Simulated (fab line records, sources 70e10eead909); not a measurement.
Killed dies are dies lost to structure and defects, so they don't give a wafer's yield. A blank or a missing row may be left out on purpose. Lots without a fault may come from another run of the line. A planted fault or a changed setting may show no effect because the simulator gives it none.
Chamber matching | flow nand_harc | NHARC_A_M0_DEP_32 on pecvd-04: 3 sister chambers
The step deposits SiCN, target thk 30 nm. 6 wafers are shown with their chamber, then 8 later ones without.

WAFERS WITH THEIR CHAMBER
wafer  | chamber | heater_power_w (W)
L083.2 | 1       | 592
L083.4 | 2       | 723
L088.1 | 0       | 707
L088.4 | 1       | 626
L088.5 | 0       | 728
L090.1 | 2       | 670

WAFERS WITHOUT THEIR CHAMBER
wafer  | heater_power_w (W)
L090.5 | 648
L090.6 | 756
L095.1 | 727
L095.2 | 776
L095.5 | 567
L097.2 | 619
L097.3 | 717
L097.5 | 650

WHICH CHAMBER EACH WENT THROUGH
wafer  | from the rows above          | in truth
L090.5 | can't be placed: 1 or 2 or 0 | 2
L090.6 | can't be placed: 0 or 2      | 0
L095.1 | can't be placed: 0 or 2      | 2
L095.2 | can't be placed: 0 or 2      | 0
L095.5 | 1                            | 1
L097.2 | 1                            | 1
L097.3 | can't be placed: 0 or 2      | 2
L097.5 | can't be placed: 1 or 2 or 0 | 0
Placed correctly: 2 of 8. Can't be placed from these rows: 6 (the true chamber is among the candidates in 6). Placed wrongly: 0.
How it was worked out, from the rows above alone: a wafer's distance from a chamber is the root of the sum, over the readings, of the square of ((its reading less the chamber's mean) divided by the reading's scatter). The wafer belongs to the nearest chamber; if the next one is less than 2 further off, it can't be placed. A chamber's mean is the mean of its shown wafers. The scatter: the root of (the sum of the squares of (reading less its chamber's mean) over the shown wafers, divided by (wafers less chambers)).
